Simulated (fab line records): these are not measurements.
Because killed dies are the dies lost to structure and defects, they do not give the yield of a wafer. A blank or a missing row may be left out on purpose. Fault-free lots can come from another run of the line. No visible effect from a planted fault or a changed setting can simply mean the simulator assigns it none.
Chamber matching :: flow nand-harc :: NHARC_A_STAIRCASE_DESCUM_11 on rie-diel-13 has 4 sister chambers
The step chemistry O2, time 3 s. 4 wafers are shown with their chamber, then 7 later ones without.

== WAFERS, EACH WITH ITS CHAMBER ==
wafer: L083.2
chamber: 1
showerhead-plenum-p-Torr (Torr): 1.80

wafer: L083.6
chamber: 3
showerhead-plenum-p-Torr (Torr): 1.89

wafer: L092.3
chamber: 2
showerhead-plenum-p-Torr (Torr): 2.05

wafer: L092.4
chamber: 0
showerhead-plenum-p-Torr (Torr): 2.07

== WAFERS WITH NO CHAMBER GIVEN ==
wafer: L092.6
showerhead-plenum-p-Torr (Torr): 1.79

wafer: L093.2
showerhead-plenum-p-Torr (Torr): 2.07

wafer: L093.3
showerhead-plenum-p-Torr (Torr): 1.88

wafer: L093.4
showerhead-plenum-p-Torr (Torr): 1.79

wafer: L097.3
showerhead-plenum-p-Torr (Torr): 2.06

wafer: L097.4
showerhead-plenum-p-Torr (Torr): 1.88

wafer: L097.6
showerhead-plenum-p-Torr (Torr): 1.79

== WHICH CHAMBER EACH WENT THROUGH ==
wafer: L092.6
from the rows above: 1
in truth: 1

wafer: L093.2
from the rows above: 0
in truth: 0

wafer: L093.3
from the rows above: 3
in truth: 3

wafer: L093.4
from the rows above: 1
in truth: 1

wafer: L097.3
from the rows above: can't be placed: 0 or 2
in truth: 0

wafer: L097.4
from the rows above: 3
in truth: 3

wafer: L097.6
from the rows above: 1
in truth: 1
Correct placement for 6 of the 7. Not placeable from these rows: 1 (in 1, the candidates include the true chamber). Placed wrongly: 0.
How it was worked out, from the rows above alone: a wafer's distance from a chamber is the root of the sum, over the readings, of the square of ((its reading less the chamber's mean) divided by the reading's scatter). The wafer belongs to the nearest chamber; if the next one is less than 2 further off, it can't be placed. For every chamber, the mean is computed from those of its wafers that are shown. The scatter: with one shown wafer a chamber, the root of the mean of the squares of how far each hidden wafer lies from its nearest shown one.
